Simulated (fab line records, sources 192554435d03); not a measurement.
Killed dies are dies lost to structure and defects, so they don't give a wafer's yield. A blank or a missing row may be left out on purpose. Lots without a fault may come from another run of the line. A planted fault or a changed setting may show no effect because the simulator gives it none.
fab line records | flow n5_finfet
record lots=7 wafers=21
route steps=1938 shown DUMMY_GATE@228 SD_EPI_N@288 SDB@361 HKMG_FIN@423 MOL_CONTACT_COAG@531
start_h: hours from the record's first day to the start of the lot's first wafer shown | wait_h: hours since the lot's step before | " the same as in the row above | L1.1+2: a row that stands for several wafers | - no value, or no start given | * or withheld: withheld | < > ~ a bound
route shown NAME@n: a module of which the file shows steps, and the number in the route of the first | usual: mean/standard deviation of fault-free wafers | same: alike in all rows | chamber/n: place in a boat | sites: the reading at each site | _std_site: their standard deviation | _edge_site: outer sites' mean less inner sites' | radius_mm: how far each site lies from the wafer's centre | mask NAME#n: copy n | behind: the tool/chamber that last shaped the wafer | hold: why the lot was held/for how many hours/how that ended | device: the transistor (n, p or np) that didn't switch | end of line: the same wafers' tests at the end of the route | a step without rows: its recipe alone | killed: dies lost to structure and defects at the first sort, not the wafer's yield | map: a wafer's dies, x killed, . not, _ none there
set.NAME: the setting as run; set.NAME@STEP: as run at that earlier step | model.NAME: the simulator's own value behind a step, which no gauge read
lots whose settings were changed on purpose; a table a step, a row a wafer
## steps
# step N5_DUMMY_GATE_EXPOSE_12
# recipe mask_id=GATE na=0.33 source_shape=annular sigma_inner=0.2 sigma_outer=0.6 polarization=unpolarized target_cd_nm=25 dose_mj=34
# columns lot.wafer tool chamber start_h wait_h mask set.dose_mj
L078.1+4+5 euv_scanner-02 0 77.27 - GATE#0 34
L081.2+5 euv_scanner-02 0 86.79 - GATE#0 34
L081.3 " 0 " " GATE#0 31.54
L080.3 euv_scanner-01 0 89.05 - GATE#0 32.21
L080.4+6 " 0 " " GATE#0 34
L088.1 euv_scanner-01 0 132.81 - GATE#0 36.43
L088.3+5 " 0 " " GATE#0 34
L091.1+2+6 euv_scanner-02 0 151.35 - GATE#0 34
L093.1+2+4 euv_scanner-02 0 161.56 - GATE#0 34
L096.2+5 euv_scanner-02 0 183.90 - GATE#0 33.05
L096.6 " 0 " " GATE#0 34
# step N5_DUMMY_GATE_PEB_13
# recipe peb_temp_c=100 peb_time_s=60 resist=CAR-EUV
# step N5_DUMMY_GATE_DEVELOP_14
# recipe develop_time_s=30 developer=TMAH resist=CAR-EUV rinse_liquid=surfactant_rinse dry=air_spin dev_temp_c=23
# step N5_DUMMY_GATE_CD_MEAS_15
# recipe target_cd_nm=25.8 landing_energy_ev=500 detector=se_inlens
# usual cd_nm=25.07/0.24
# columns lot.wafer tool chamber start_h wait_h set.dose_mj@DUMMY_GATE_EXPOSE_12 cd_nm
L078.1 cd_sem-01 0 77.40 - 34 24.86
L078.4 " 0 " " 34 25.24
L078.5 " 0 " " 34 25.27
L081.2 cd_sem-03 0 86.91 - 34 25.36
L081.3 " 0 " " 31.54 26.85
L081.5 " 0 " " 34 24.95
L080.3 cd_sem-01 0 89.18 - 32.21 25.96
L080.4 " 0 " " 34 24.94
L080.6 " 0 " " 34 24.97
L088.1 cd_sem-03 0 132.94 - 36.43 23.96
L088.3 " 0 " " 34 25.17
L088.5 " 0 " " 34 25.10
L091.1 cd_sem-03 0 151.47 - 34 24.46
L091.2 " 0 " " 34 25.32
L091.6 " 0 " " 34 24.93
L093.1 cd_sem-02 0 161.69 - 34 25.77
L093.2 " 0 " " 34 25.39
L093.4 " 0 " " 34 25.22
L096.2 cd_sem-03 0 184.02 - 33.05 25.37
L096.5 " 0 " " 33.05 25.50
L096.6 " 0 " " 34 24.88
# step N5_DUMMY_GATE_STRIP_38
# recipe chemistry=N2/H2 temp_c=40 n2_flow_sccm=200 h2_flow_sccm=200 rf_frequency_hz=6e+07
# step N5_DUMMY_GATE_STRIP_39
# recipe chemistry=N2/H2 temp_c=40 n2_flow_sccm=200 h2_flow_sccm=200 rf_frequency_hz=6e+07
# step N5_DUMMY_GATE_TRIM_49
# recipe chemistry=O2 resist=SOC time_s=29 target_cd_nm=14 source_power_w=300 bias_power_w=0 O2_flow_sccm=100 temp_c=20
# columns lot.wafer tool chamber start_h wait_h set.dose_mj@DUMMY_GATE_EXPOSE_12 model.DUMMY_GATE.cd_nm
L078.1 rie_si-03 2 77.81 0.0 34 14.2
L078.4 " 1 " " 34 14.4
L078.5 " 3 " " 34 14.8
L081.2 rie_si-05 0 87.27 0.0 34 14.2
L081.3 " 3 " " 31.54 15.6
L081.5 " 1 " " 34 14.6
L080.3 rie_si-05 1 89.53 0.0 32.21 15.4
L080.4 " 2 " " 34 14.2
L080.6 " 2 " " 34 14.4
L088.1 rie_si-01 3 133.30 0.0 36.43 12.8
L088.3 " 2 " " 34 14
L088.5 " 0 " " 34 14.2
L091.1 rie_si-03 3 151.84 0.0 34 14.4
L091.2+6 " 2 " " 34 14
L093.1+2+4 rie_si-03 3,2,0 162.30 0.0 34 14.6
L096.2 rie_si-05 2 184.38 0.0 33.05 14.8
L096.5 " 0 " " 33.05 14.6
L096.6 " 3 " " 34 13.8
# step N5_DUMMY_GATE_STRIP_40
# recipe chemistry=CF4 resist=SiARC power_w=300 bias_power_w=75 pressure_mtorr=50 cf4_flow_sccm=150 rf_frequency_hz=6e+07
# step N5_DUMMY_GATE_CD_MEAS_50
# recipe target_cd_nm=14
# usual cd_nm=14.2/0.36
# columns lot.wafer tool chamber start_h wait_h set.dose_mj@DUMMY_GATE_EXPOSE_12 cd_nm
L078.1 cd_sem-03 - 77.96 0.0 34 14.3
L078.4 " - " " 34 14.0
L078.5 " - " " 34 14.7
L081.2 cd_sem-01 - 87.59 0.0 34 14.1
L081.3 " - " " 31.54 15.7
L081.5 " - " " 34 14.4
L080.3 cd_sem-03 - 89.68 0.0 32.21 15.6
L080.4 " - " " 34 14.2
L080.6 " - " " 34 14.3
L088.1 cd_sem-01 - 133.44 0.0 36.43 12.8
L088.3 " - " " 34 13.8
L088.5 " - " " 34 14.5
L091.1 cd_sem-02 - 151.99 0.0 34 14.6
L091.2 " - " " 34 14.3
L091.6 " - " " 34 14.3
L093.1 cd_sem-03 - 162.47 0.0 34 14.5
L093.2 " - " " 34 14.6
L093.4 " - " " 34 14.6
L096.2 cd_sem-02 - 184.53 0.0 33.05 14.6
L096.5 " - " " 33.05 14.4
L096.6 " - " " 34 13.5
# step N5_DUMMY_GATE_ETCH_31
# recipe chemistry=C4F6/O2 target=SiO2 mask_material=SOC target_depth_a=825 time_s=27.5 ion_energy_ev=250 pressure_mtorr=30 source_w=345 bias_w=185 Ar_flow_sccm=300 C4F6_flow_sccm=10 O2_flow_sccm=10
# step N5_DUMMY_GATE_STRIP_41
# recipe chemistry=O2 power_w=400 temp_c=40 pressure_mtorr=30 rf_frequency_hz=6e+07 bias_power_w=0 overash_fraction=0.3 o2_flow_sccm=225
# step N5_DUMMY_GATE_ETCH_32
# recipe chemistry=CF4 target=SiO2 target_depth_a=35 time_s=3.9 ion_energy_ev=350 pressure_mtorr=10 icp_w=800 bias_w=400 cf4_flow_sccm=80
# step N5_DUMMY_GATE_ETCH_23
# recipe chemistry=HBr/Cl2/O2 HBr_flow_sccm=150 Cl2_flow_sccm=80 O2_flow_sccm=12 bias_w=102 target_depth_a=410 time_s=22.3 target=poly-Si mask_material=SiO2 pressure_mtorr=10 icp_w=800
# step N5_DUMMY_GATE_ETCH_44
# recipe chemistry=HBr/O2 over_etch_frac=0.7 target_depth_a=1275 stop_on=SiO2 ion_energy_ev=60 bias_w=20 target=poly-Si mask_material=SiO2 pressure_mtorr=20 icp_w=400 HBr_flow_sccm=120 O2_flow_sccm=10
# columns lot.wafer tool chamber start_h wait_h set.dose_mj@DUMMY_GATE_EXPOSE_12 model.DUMMY_GATE.cd_nm
L078.1 rie_si-03 0 78.37 0.0 34 15.6
L078.4 " 3 " " 34 15.4
L078.5 " 2 " " 34 15.8
L081.2 rie_si-05 2 88.01 0.0 34 15.4
L081.3 " 1 " " 31.54 16.6
L081.5 " 0 " " 34 15.8
L080.3 rie_si-01 0 90.06 0.0 32.21 16.4
L080.4 " 3 " " 34 15.2
L080.6 " 0 " " 34 15.4
L088.1 rie_si-05 3 133.83 0.0 36.43 13.8
L088.3 " 2 " " 34 14.8
L088.5 " 0 " " 34 15.2
L091.1 rie_si-01 3 152.37 0.0 34 15.4
L091.2 " 1 " " 34 15.2
L091.6 " 1 " " 34 15
L093.1 rie_si-01 2 162.85 0.0 34 15.6
L093.2 " 1 " " 34 15.4
L093.4 " 3 " " 34 15.8
L096.2 rie_si-03 2 184.91 0.0 33.05 16
L096.5 " 2 " " 33.05 15.8
L096.6 " 1 " " 34 15
# step N5_DUMMY_GATE_CD_MEAS_24
# recipe target_cd_nm=15
# usual cd_nm=15.2/0.36
# columns lot.wafer tool chamber start_h wait_h set.dose_mj@DUMMY_GATE_EXPOSE_12 cd_nm
L078.1 cd_sem-03 - 78.48 0.1 34 15.5
L078.4 " - " " 34 15.4
L078.5 " - " " 34 15.8
L081.2 cd_sem-02 - 88.12 0.1 34 15.5
L081.3 " - " " 31.54 16.7
L081.5 " - " " 34 15.3
L080.3 cd_sem-03 - 90.18 0.1 32.21 16.3
L080.4 " - " " 34 15.3
L080.6 " - " " 34 14.9
L088.1 cd_sem-03 - 133.94 0.1 36.43 13.8
L088.3 " - " " 34 14.7
L088.5 " - " " 34 15.3
L091.1 cd_sem-01 - 152.48 0.1 34 15.1
L091.2 " - " " 34 15.4
L091.6 " - " " 34 15.0
L093.1 cd_sem-02 - 162.96 0.1 34 15.9
L093.2 " - " " 34 15.5
L093.4 " - " " 34 15.5
L096.2 cd_sem-02 - 185.02 0.1 33.05 15.9
L096.5 " - " " 33.05 15.7
L096.6 " - " " 34 14.8
# step N5_SD_EPI_N_EPI_21
# recipe material=Si:P dopant=P temp_c=680 pressure_torr=255 time_s=690
# columns lot.wafer tool chamber start_h wait_h set.temp_c model.Si-P_of_SD_EPI_N_EPI_21.thk_nm
L078.1 epi_rpcvd-04 0 82.13 0.1 676.3 54.4
L078.4 " 0 " " 680 59.2
L078.5 " 0 " " 680 59.6
L081.2 epi_rpcvd-04 0 91.34 0.4 680 56.6
L081.3 " 0 " " 677.5 55
L081.5 " 0 " " 677.5 55.2
L080.3 epi_rpcvd-01 0 95.91 0.9 680 60.2
L080.4 " 0 " " 680 59.4
L080.6 " 0 " " 680 60
L088.1 epi_rpcvd-01 0 137.31 0.1 680 60.2
L088.3 " 0 " " 683.5 64.4
L088.5 " 0 " " 680 60.4
L091.1 epi_rpcvd-01 0 155.72 0.2 680 58
L091.2 " 0 " " 680 59.2
L091.6 " 0 157.59 1.9 680 59.6
L093.1 epi_rpcvd-04 0 165.91 0.1 680 59.4
L093.2 " 0 " " 680 58.4
L093.4 " 0 " " 680 59.6
L096.2 epi_rpcvd-04 0 188.22 0.4 683.5 61.8
L096.5 " 0 " " 680 58.8
L096.6 " 0 " " 683.5 62.8
# step N5_SD_EPI_N_PRECLEAN_24
# recipe chemistry=O3/DIW time_s=60 temp_c=22 o3_ppm=10
# columns lot.wafer tool chamber start_h wait_h set.temp_c@SD_EPI_N_EPI_21 model.Si-P_of_SD_EPI_N_EPI_21.thk_nm
L078.1 wet_bench-04 0 83.89 0.0 676.3 54.2
L078.4 " 4 " " 680 58.8
L078.5 " 6 " " 680 59.2
L081.2 wet_bench-05 6 92.83 0.0 680 56.2
L081.3 " 7 " " 677.5 54.6
L081.5 " 5 " " 677.5 54.8
L080.3 wet_bench-04 3 97.49 0.0 680 59.8
L080.4 " 0 " " 680 59
L080.6 " 2 " " 680 59.6
L088.1 wet_bench-05 7 139.07 0.0 680 59.8
L088.3 " 3 " " 683.5 64
L088.5 " 1 " " 680 60
L091.1 wet_bench-05 6 158.05 0.0 680 57.6
L091.2 " 0 " " 680 58.8
L091.6 " 5 " " 680 59.2
L093.1 wet_bench-06 3 167.66 0.0 680 59
L093.2 " 2 " " 680 58
L093.4 " 7 " " 680 59.2
L096.2 wet_bench-05 6 189.70 0.0 683.5 61.4
L096.5 " 3 " " 680 58.4
L096.6 " 1 " " 683.5 62.2
# step N5_SDB_ETCH_18
# recipe chemistry=N2/H2 target=SOC target_depth_a=1000 overetch_a=200 mask_material=SiARC temp_c=40 time_s=150 ion_energy_ev=200 pressure_mtorr=30 source_w=840 bias_w=150 n2_flow_sccm=200 h2_flow_sccm=200
# usual rf_vpp_V=525.0/2.4
# columns lot.wafer tool chamber start_h wait_h set.source_w rf_vpp_V
L078.1 rie_diel-05 1 97.29 0.0 840 525.2
L078.4 " 0 " " 840 522.9
L078.5 " 3 " " 840 522.5
L081.2 rie_diel-04 0 107.18 0.0 788.7 535.7
L081.3 " 1 " " 788.7 536.2
L081.5 " 2 " " 840 521.5
L080.3 rie_diel-06 3 111.22 0.0 840 524.5
L080.4 " 1 " " 764.9 539.3
L080.6 " 1 " " 840 523.6
L088.1 rie_diel-05 0 152.27 0.0 840 524.0
L088.3 " 3 " " 840 523.5
L088.5 " 1 " " 761.1 542.4
L091.1 rie_diel-04 0 171.45 0.0 840 522.6
L091.2 " 1 " " 840 524.7
L091.6 " 3 " " 840 528.0
L093.1 rie_diel-06 2 180.57 0.0 768.1 543.7
L093.2 " 0 " " 840 527.5
L093.4 " 1 " " 840 521.9
L096.2 rie_diel-04 1 203.22 0.0 990 498.0
L096.5 " 3 " " 840 526.3
L096.6 " 0 " " 840 521.2
# step N5_SDB_CUT_ETCH_26
# recipe chemistry=HBr/Cl2/O2 target=Si target_depth_a=1296 bt_time_s=20 mask_material=SiNx time_s=51.8 ion_energy_ev=* bias_w=* pressure_mtorr=10 icp_w=800 HBr_flow_sccm=150 Cl2_flow_sccm=80 O2_flow_sccm=12
# columns lot.wafer tool chamber start_h wait_h set.icp_w model.SDB.feature_depth_nm model.etch.depth_nm
L078.1 rie_si-06 1 97.85 0.1 800 129.4 129.5
L078.4 " 0 " " 871.9 138 138
L078.5 " 3 " " 871.9 135.8 135.8
L081.2 rie_si-04 1 108.95 0.1 800 131.4 131.5
L081.3 " 3 " " 800 130 130.1
L081.5 " 0 " " 702.3 120.8 120.8
L080.3 rie_si-04 1 111.80 0.1 800 130.6 130.6
L080.4 " 3 " " 713.7 121.6 121.6
L080.6 " 2 " " 800 133.8 133.8
L088.1 rie_si-02 2 152.81 0.1 917.4 140.2 140.2
L088.3 " 3 " " 917.4 138 138
L088.5 " 3 " " 800 129.2 129.1
L091.1 rie_si-02 1 172.09 0.1 800 125.2 125.1
L091.2 " 0 " " 800 130.2 130.2
L091.6 " 3 " " 800 127 126.9
L093.1+2 rie_si-04 3,1 181.11 0.1 800 128.6 128.7
L093.4 " 2 " " 800 131.6 131.6
L096.2 rie_si-02 0 203.76 0.1 800 130.4 130.5
L096.5 " 1 " " 800 126 126
L096.6 " 0 " " 863.1 136 136.1
# step N5_HKMG_FIN_COAT_30
# recipe resist=SiARC temp_c=220 time_s=60 spin_rpm=1500 resist_thk_nm=35
# columns lot.wafer tool chamber start_h wait_h set.spin_rpm model.SiARC_of_HKMG_FIN_COAT_30.thk_nm
L078.1+4+5 litho_track-03 0 - - 1500 35
L081.2+5 litho_track-05 0 - - 1500 35
L081.3 " 0 " " 1418 35.8
L080.3 litho_track-02 0 - - 1500 34.8
L080.4 " 0 " " 1500 35
L080.6 " 0 " " 1649 33.2
L088.1 litho_track-03 0 - - 1343 37
L088.3 " 0 " " 1500 35.2
L088.5 " 0 " " 1500 35
L091.1+2+6 litho_track-03 0 - - 1500 35
L093.1+2+4 litho_track-03 0 - - 1500 35.2
L096.2+5+6 litho_track-03 0 - - 1500 35.2
# step N5_MOL_CONTACT_COAG_ETCH_105
# recipe chemistry=CF4 target=SiARC target_depth_a=156 mask_material=CAR-EUV time_s=26 ion_energy_ev=80 pressure_mtorr=40 source_w=545 bias_w=36 Ar_flow_sccm=100 cf4_flow_sccm=100 ends=cleared
# usual rf_vpp_V=184.4/1.3
# columns lot.wafer tool chamber start_h wait_h set.bias_w rf_vpp_V
L078.1 rie_diel-05 2 120.51 0.0 36 186.3
L078.4 " 0 " " 36 185.8
L078.5 " 2 " " 36 184.3
L081.2 rie_diel-04 1 130.82 0.0 36 184.8
L081.3 " 3 " " 36 186.3
L081.5 " 1 " " 39.45 196.6
L080.3 rie_diel-06 0 132.97 0.0 36 186.5
L080.4 " 1 " " 30.51 165.5
L080.6 " 1 " " 30.51 164.0
L088.1 rie_diel-04 3 173.29 0.0 36 185.8
L088.3 " 0 " " 42.34 204.2
L088.5 " 3 " " 36 185.5
L091.1 rie_diel-06 1 192.40 0.0 36 183.6
L091.2 " 0 " " 36 185.1
L091.6 " 2 " " 36 185.8
L093.1 rie_diel-06 0 203.76 0.0 36 184.8
L093.2 " 2 " " 36 185.2
L093.4 " 1 " " 36 182.8
L096.2 rie_diel-04 0 226.14 0.0 36 182.6
L096.5 " 3 " " 40.6 200.1
L096.6 " 2 " " 36 182.8
# step N5_MOL_CONTACT_COAG_ALD_123
# recipe material=SiNx target_thk_a=50 temp_c=400 ald_precursor_family=SiH2I2 ald_co_reactant=N2/H2-plasma pulse_time_s=1 purge_time_s=2 co_reactant_purge_time_s=2 ald_cycles=100 pressure_torr=2
# columns lot.wafer tool chamber start_h wait_h set.ald_cycles model.SiNx_of_MOL_CONTACT_COAG_ALD_123.thk_nm
L078.1+4+5 ald_sin-02 0,1,3 131.50 1.3 100 5
L081.2+3+5 ald_sin-01 3,1,1 140.34 0.0 100 5
L080.3 ald_sin-02 3 144.40 0.9 108 5.4
L080.4+6 " 0,2 " " 100 5
L088.1 ald_sin-01 3 183.65 0.9 87 4.4
L088.3+5 " 0,3 " " 100 5
L091.1+2+6 ald_sin-02 3,2,0 200.24 0.0 100 5
L093.1 ald_sin-03 3 216.23 0.4 100 5
L093.2+4 " 2,0 " " 84 4.2
L096.2+5 ald_sin-01 0 236.90 0.0 100 5
L096.6 " 1 " " 93 4.6
## key
split step=N5_DUMMY_GATE_EXPOSE_12 setting=dose_mj stated=34 by=wafer
response step=N5_DUMMY_GATE_CD_MEAS_15 reading=cd_nm change=-0.198 per=1% r=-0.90
response step=N5_DUMMY_GATE_TRIM_49 reading=model.DUMMY_GATE.cd_nm change=-0.189 per=1% r=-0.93
response step=N5_DUMMY_GATE_CD_MEAS_50 reading=cd_nm change=-0.22 per=1% r=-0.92
response step=N5_DUMMY_GATE_ETCH_44 reading=model.DUMMY_GATE.cd_nm change=-0.174 per=1% r=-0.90
response step=N5_DUMMY_GATE_CD_MEAS_24 reading=cd_nm change=-0.193 per=1% r=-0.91
split step=N5_SD_EPI_N_EPI_21 setting=temp_c stated=680 by=wafer
response step=N5_SD_EPI_N_EPI_21 reading=model.Si-P_of_SD_EPI_N_EPI_21.thk_nm change=+7.47 per=1% r=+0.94
response step=N5_SD_EPI_N_PRECLEAN_24 reading=model.Si-P_of_SD_EPI_N_EPI_21.thk_nm change=+7.31 per=1% r=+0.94
split step=N5_SDB_ETCH_18 setting=source_w stated=840 by=wafer
response step=N5_SDB_ETCH_18 reading=rf_vpp_V change=-1.71 per=1% r=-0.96
split step=N5_SDB_CUT_ETCH_26 setting=icp_w stated=800 by=wafer
response step=N5_SDB_CUT_ETCH_26 reading=model.SDB.feature_depth_nm change=+0.817 per=1% r=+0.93
response step=N5_SDB_CUT_ETCH_26 reading=model.etch.depth_nm change=+0.819 per=1% r=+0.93
split step=N5_HKMG_FIN_COAT_30 setting=spin_rpm stated=1500 by=wafer
response step=N5_HKMG_FIN_COAT_30 reading=model.SiARC_of_HKMG_FIN_COAT_30.thk_nm change=-0.173 per=1% r=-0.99
split step=N5_MOL_CONTACT_COAG_ETCH_105 setting=bias_w stated=36 by=wafer
response step=N5_MOL_CONTACT_COAG_ETCH_105 reading=rf_vpp_V change=+1.24 per=1% r=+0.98
split step=N5_MOL_CONTACT_COAG_ALD_123 setting=ald_cycles stated=100 by=wafer
response step=N5_MOL_CONTACT_COAG_ALD_123 reading=model.SiNx_of_MOL_CONTACT_COAG_ALD_123.thk_nm change=+0.0494 per=1% r=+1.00
